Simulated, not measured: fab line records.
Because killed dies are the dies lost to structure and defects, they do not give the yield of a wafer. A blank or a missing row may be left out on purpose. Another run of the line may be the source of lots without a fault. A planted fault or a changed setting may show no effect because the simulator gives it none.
fab line records ; flow nandHarc ; part 2 of 2: steps 5 to 6 of 6
[record] lots = 22; wafers = 66; lastDay = 25
route steps=1159 shown A_CHANNEL_FILL_D1@517 A_STAIRCASE@530
lots with no fault: from the same line, run without faults
startH: start of the lot's first displayed wafer, in hours after the record's first day ; waitH: hours from the lot's prior step to this one ; " repeats the value in the row above ; L1.1+2: a single row standing in for several wafers ; - no value, or no start given ; * or withheld: withheld ; < > ~ a bound
route shown NAME@n: a module of which the file shows steps, and the number in the route of the first ; usual: mean/standard deviation of fault-free wafers ; same: alike in all rows ; chamber/n: place in a boat ; sites: readings site by site ; _std_site: standard deviation across them ; _edge_site: mean of outer sites minus mean of inner sites ; radiusMm: how far each site lies from the wafer's centre ; mask NAME#n: copy n ; behind: tool/chamber where the wafer was last shaped ; hold: why the lot went on hold/how many hours it stayed there/how the hold came to an end ; device: whichever transistor did not switch (one of n, p or np) ; end of line: at the end of the route, the tests of the same wafers ; a step given without rows: its recipe and nothing more ; killed: not the wafer's yield, but the dies lost to structure and defects at the first sort ; map: dies across one wafer; x = killed, . = not, _ = none there
set.NAME: the setting the step ran with; set.NAME@STEP: the setting that earlier step ran with ; model.NAME: the simulator's own value behind a step, which no gauge read
the route's steps for a sample of lots (tables are steps, rows are wafers)
services: from which hour (startH, from the record's first day; less than 0 if before it) a tool's chamber was out of use, for how many hours, and why
[[steps]]
[step NHARC_A_STAIRCASE_ETCH_223]
[recipe] targetDepthA = 1000; timeS = 40.5; ionEnergyEv = 400; c4f8FlowSccm = 20; o2FlowSccm = 10; arFlowSccm = withheld; rfW = 600; biasW = 1000; chemistry = C4F8/O2
[usual] chamberPressureMTorr = 25.000/0.025; oesProductAu = 0.944/0.014; rfVppV = 895/6.8
lot.wafer;tool;chamber;startH;waitH;chamberPressureMTorr;oesProductAu;rfHoursCounterH;rfVppV
L075.4;rieDiel-02;0;-;-;25.037;0.965;32;897
L075.3;rieDiel-02;1;-;-;25.019;0.924;33;898
L075.2;rieDiel-02;3;-;-;24.992;0.939;31;890
L074.1;rieDiel-03;3;-;-;24.994;0.950;6;888
L074.6;rieDiel-03;3;-;-;24.951;0.957;-;890
L074.5;rieDiel-03;0;-;-;24.993;0.944;-;893
L077.4;rieDiel-03;0;-;-;24.954;0.962;12;893
L077.3;rieDiel-03;3;-;-;25.005;0.967;12;889
L077.6;rieDiel-03;1;-;-;25.002;0.952;-;889
L076.3;rieDiel-03;2;-;-;25.025;0.944;14;905
L076.4;rieDiel-03;0;-;-;24.999;0.957;13;892
L076.5;rieDiel-03;1;-;-;25.021;0.930;-;887
L079.4;rieDiel-02;0;-;-;25.013;0.930;43;897
L079.6;rieDiel-02;1;-;-;24.976;0.903;-;897
L079.5;rieDiel-02;2;-;-;24.999;0.912;-;905
L078.2;rieDiel-09;1;-;-;25.002;0.911;3;901
L078.5;rieDiel-09;0;-;-;25.047;0.941;-;890
L078.6;rieDiel-09;1;-;-;24.995;0.918;-;902
L081.1;rieDiel-03;0;-;-;24.979;0.952;20;893
L081.3;rieDiel-03;2;-;-;25.011;0.935;20;906
L081.4;rieDiel-03;3;-;-;24.990;0.935;21;888
L080.2;rieDiel-09;2;-;-;25.014;0.947;6;897
L080.6;rieDiel-09;2;-;-;25.016;0.938;-;898
L080.5;rieDiel-09;3;-;-;24.989;0.929;-;905
L083.4;rieDiel-03;2;-;-;25.018;0.946;28;906
L083.1;rieDiel-03;3;-;-;25.020;0.945;28;890
L083.6;rieDiel-03;1;-;-;24.943;0.968;-;887
L082.2;rieDiel-02;1;-;-;25.002;0.913;52;896
L082.5;rieDiel-02;3;-;-;25.010;0.932;-;888
L082.6;rieDiel-02;0;-;-;25.040;0.945;-;895
L084.4;rieDiel-03;1;-;-;25.008;0.951;31;887
L084.5;rieDiel-03;2;-;-;24.998;0.942;-;905
L084.6;rieDiel-03;3;-;-;24.978;0.961;-;888
L085.3;rieDiel-09;2;-;-;24.995;0.957;22;897
L085.2;rieDiel-09;0;-;-;24.968;0.956;22;890
L085.5;rieDiel-09;2;-;-;25.032;0.948;-;897
L086.2;rieDiel-03;1;-;-;25.009;0.933;35;885
L086.3;rieDiel-03;3;-;-;24.970;0.939;36;889
L086.1;rieDiel-03;0;-;-;24.977;0.953;35;891
L088.1;rieDiel-02;1;-;-;24.976;0.928;62;896
L088.5;rieDiel-02;3;-;-;25.023;0.948;-;889
L088.6;rieDiel-02;0;-;-;24.985;0.959;-;896
L087.1;rieDiel-09;2;-;-;24.971;0.972;24;898
L087.4;rieDiel-09;0;-;-;25.013;0.948;24;889
L087.5;rieDiel-09;1;-;-;25.012;0.927;-;901
L089.1;rieDiel-09;0;-;-;25.001;0.941;33;889
L089.2;rieDiel-09;1;-;-;24.984;0.929;29;900
L089.5;rieDiel-09;1;-;-;25.012;0.927;-;902
L091.1;rieDiel-03;0;-;-;25.010;0.944;46;891
L091.4;rieDiel-03;2;-;-;25.009;0.946;47;904
L091.6;rieDiel-03;1;-;-;25.018;0.925;-;888
L092.2;rieDiel-09;2;-;-;25.000;0.946;34;897
L092.3;rieDiel-09;0;-;-;24.982;0.969;35;889
L092.6;rieDiel-09;3;-;-;25.037;0.949;-;903
L094.4;rieDiel-03;0;-;-;24.978;0.943;52;892
L094.1;rieDiel-03;2;-;-;25.025;0.956;53;906
L094.3;rieDiel-03;3;-;-;24.967;0.940;53;888
L095.2;rieDiel-02;1;-;-;24.956;0.928;13;897
L095.4;rieDiel-02;2;-;-;24.999;0.960;13;905
L095.5;rieDiel-02;1;-;-;25.010;0.936;-;896
L096.1;rieDiel-03;1;-;-;24.964;0.940;56;886
L096.2;rieDiel-03;2;-;-;24.984;0.942;57;904
L096.5;rieDiel-03;3;-;-;25.021;0.935;-;887
L097.2;rieDiel-09;0;-;-;25.040;0.938;49;888
L097.3;rieDiel-09;3;-;-;25.003;0.935;50;904
L097.5;rieDiel-09;2;-;-;25.015;0.939;-;899
[step NHARC_A_STAIRCASE_TRIM_229]
[recipe] timeS = 211.2; o2FlowSccm = 500; arFlowSccm = 0; biasW = 0; chemistry = O2
[usual] chamberPressureMTorr = 60.00/0.055; drypumpMotorCurrentA = 5.7/0.36; oesProductAu = 1.002/0.01; rfVppV = 57.7/0.9; showerheadPlenumPTorr = 3.51/0.2; throttleValvePct = 17.037/0.0095
lot.wafer;tool;chamber;startH;waitH;chamberPressureMTorr;drypumpMotorCurrentA;oesProductAu;rfHoursCounterH;rfVppV;showerheadPlenumPTorr;throttleValvePct
L075.4;rieDiel-09;0;241.50;0.1;60.02;5.6;1.007;60;56.4;3.36;17.030
L075.2;rieDiel-09;1;241.50;0.1;59.93;5.2;0.998;61;58.6;3.69;17.042
L075.3;rieDiel-09;3;241.50;0.1;59.97;6.2;1.012;60;58.0;3.77;17.036
L074.1;rieDiel-02;3;242.32;0.1;59.95;5.6;1.006;32;57.3;3.35;17.045
L074.6;rieDiel-02;1;242.32;0.1;60.07;5.6;0.975;-;59.2;3.56;17.022
L074.5;rieDiel-02;2;242.32;0.1;60.03;5.9;0.986;-;59.3;3.79;17.041
L077.4;rieDiel-03;0;258.69;0.1;59.95;5.3;1.012;12;57.2;3.41;17.033
L077.3;rieDiel-03;1;258.69;0.1;59.98;5.8;1.004;13;57.3;3.30;17.046
L077.6;rieDiel-03;0;258.69;0.1;60.04;5.3;1.010;-;57.7;3.41;17.047
L076.4;rieDiel-03;0;262.41;0.1;60.08;5.3;1.009;14;57.4;3.41;17.022
L076.3;rieDiel-03;1;262.41;0.1;59.90;5.7;1.002;14;57.4;3.30;17.057
L076.5;rieDiel-03;2;262.41;0.1;60.15;5.3;1.005;-;57.3;3.80;17.036
L079.4;rieDiel-09;3;270.74;0.1;60.02;6.2;0.992;5;57.3;3.77;17.035
L079.6;rieDiel-09;3;270.74;0.1;60.04;6.2;1.006;-;58.2;3.77;17.051
L079.5;rieDiel-09;0;270.74;0.1;60.02;5.6;1.014;-;57.9;3.36;17.042
L078.2;rieDiel-03;1;272.39;0.1;60.00;5.7;1.001;19;55.4;3.29;17.040
L078.6;rieDiel-03;3;272.39;0.1;60.04;6.2;0.993;-;56.8;3.32;17.026
L078.5;rieDiel-03;0;272.39;0.1;59.95;5.3;1.011;-;56.7;3.41;17.031
L081.3;rieDiel-03;0;275.62;0.1;60.07;5.2;1.014;20;56.4;3.41;17.039
L081.4;rieDiel-03;2;275.62;0.1;59.95;5.3;1.004;21;57.5;3.80;17.042
L081.1;rieDiel-03;3;275.62;0.1;60.03;6.3;0.994;21;58.1;3.32;17.037
L080.2;rieDiel-09;3;276.44;0.1;59.90;6.2;0.999;7;57.3;3.77;17.029
L080.6;rieDiel-09;0;276.44;0.1;59.95;5.6;1.017;-;56.6;3.36;17.030
L080.5;rieDiel-09;1;276.44;0.1;60.01;5.2;0.988;-;58.2;3.69;17.024
L083.4;rieDiel-03;2;293.03;0.1;60.05;5.3;1.000;28;58.0;3.79;17.056
L083.1;rieDiel-03;3;293.03;0.1;59.94;6.2;1.010;28;57.1;3.32;17.049
L083.6;rieDiel-03;2;293.03;0.1;59.92;5.3;1.010;-;57.7;3.79;17.044
L082.2;rieDiel-03;1;295.20;0.1;60.03;5.7;1.009;28;58.1;3.29;17.035
L082.5;rieDiel-03;1;295.20;0.1;59.98;5.7;1.010;-;57.1;3.29;17.031
L082.6;rieDiel-03;2;295.20;0.1;60.00;5.3;1.000;-;59.9;3.79;17.048
L084.4;rieDiel-03;2;311.34;0.1;59.98;5.3;1.005;32;58.5;3.79;17.033
L084.6;rieDiel-03;2;311.34;0.1;59.97;5.3;1.000;-;57.1;3.79;17.035
L084.5;rieDiel-03;3;311.34;0.1;60.02;6.3;1.005;-;59.0;3.32;17.043
L085.2;rieDiel-02;0;321.21;0.1;60.03;5.8;1.005;56;57.7;3.53;17.042
L085.3;rieDiel-02;1;321.21;0.1;60.06;5.6;0.979;61;56.4;3.55;17.040
L085.5;rieDiel-02;0;321.21;0.1;59.96;5.8;1.008;-;57.6;3.53;17.041
L086.3;rieDiel-03;1;321.50;0.1;60.06;5.8;1.012;35;57.4;3.28;17.050
L086.1;rieDiel-03;3;321.50;0.1;59.95;6.2;0.998;36;59.0;3.32;17.030
L086.2;rieDiel-03;0;321.50;0.1;59.98;5.3;1.013;36;57.8;3.40;17.021
L088.1;rieDiel-03;2;328.48;0.2;60.05;5.3;1.004;39;58.2;3.79;17.028
L088.5;rieDiel-03;2;328.48;0.2;60.06;5.3;0.997;-;58.6;3.79;17.030
L088.6;rieDiel-03;3;328.48;0.2;60.00;6.3;0.996;-;56.4;3.31;17.030
L087.4;rieDiel-03;2;330.18;0.1;60.00;5.3;1.008;40;57.1;3.78;17.030
L087.1;rieDiel-03;0;330.18;0.1;59.91;5.2;1.018;39;57.2;3.40;17.040
L087.5;rieDiel-03;2;330.18;0.1;60.13;5.3;1.011;-;57.7;3.79;17.038
L089.1;rieDiel-02;2;342.38;0.1;60.03;5.9;0.991;2;58.9;3.77;17.037
L089.2;rieDiel-02;1;342.38;0.1;59.89;5.6;0.980;2;58.3;3.54;17.039
L089.5;rieDiel-02;3;342.38;0.1;59.94;5.6;0.997;-;58.2;3.34;17.057
L091.1;rieDiel-03;0;348.11;0.1;59.95;5.3;1.008;47;57.5;3.39;17.041
L091.4;rieDiel-03;1;348.11;0.1;60.00;5.7;1.003;46;56.8;3.28;17.029
L091.6;rieDiel-03;3;348.11;0.1;59.91;6.2;1.006;-;56.5;3.31;17.027
L092.2;rieDiel-09;0;348.23;0.1;59.98;5.6;1.008;35;58.3;3.34;17.052
L092.3;rieDiel-09;1;348.23;0.1;59.99;5.2;0.989;32;58.1;3.68;17.040
L092.6;rieDiel-09;0;348.23;0.1;60.11;5.6;1.008;-;56.8;3.34;17.025
L094.4;rieDiel-02;2;364.15;0.1;59.98;5.9;0.978;10;58.8;3.77;17.043
L094.1;rieDiel-02;3;364.15;0.1;59.99;5.6;0.994;10;57.8;3.33;17.047
L094.3;rieDiel-02;0;364.15;0.1;60.11;5.8;1.019;10;57.4;3.52;17.052
L095.2;rieDiel-03;1;375.73;0.1;60.00;5.7;0.992;55;58.1;3.27;17.028
L095.4;rieDiel-03;3;375.73;0.1;59.99;6.2;0.995;58;56.8;3.30;17.040
L095.5;rieDiel-03;2;375.73;0.1;60.02;5.3;1.000;-;57.7;3.78;17.040
L096.2;rieDiel-02;0;378.12;0.1;59.97;5.8;1.022;14;57.6;3.52;17.056
L096.1;rieDiel-02;2;378.12;0.1;60.03;5.9;1.000;13;58.3;3.77;17.013
L096.5;rieDiel-02;2;378.12;0.1;59.99;5.9;0.997;-;58.4;3.77;17.040
L097.2;rieDiel-09;2;390.49;0.1;59.97;5.7;1.016;47;59.2;3.54;17.034
L097.3;rieDiel-09;3;390.49;0.1;59.95;6.2;1.008;50;58.2;3.74;17.035
L097.5;rieDiel-09;0;390.49;0.1;59.90;5.6;1.005;-;55.8;3.34;17.050
[[services]]
tool;chamber;startH;hours;kind
rieDiel-03;-;215.34;9.0;pm
rieDiel-03;0;215.34;9.0;ventCycle
rieDiel-03;1;215.34;9.0;ventCycle
rieDiel-03;2;215.34;9.0;ventCycle
rieDiel-03;3;215.34;9.0;ventCycle
rieDiel-03;0;224.34;-;clean
rieDiel-03;1;224.34;-;clean
rieDiel-03;1;224.34;-;consumableReplace:focusRing
rieDiel-03;2;224.34;-;clean
rieDiel-03;2;224.34;-;consumableReplace:showerhead
rieDiel-03;3;224.34;-;clean
rieDiel-03;0;248.84;-;clean
rieDiel-03;1;248.84;-;clean
rieDiel-03;2;248.84;-;clean
rieDiel-03;3;248.84;-;clean
rieDiel-02;2;255.85;4.5;repair
rieDiel-03;0;273.34;-;clean
rieDiel-03;1;273.34;-;clean
rieDiel-03;2;273.34;-;clean
rieDiel-03;3;273.34;-;clean
rtpAnneal-02;-;300.13;12.0;pm
rieDiel-02;0;311.50;2.3;repair
rieDiel-02;-;328.17;9.0;pm
rieDiel-02;1;377.35;2.2;repair
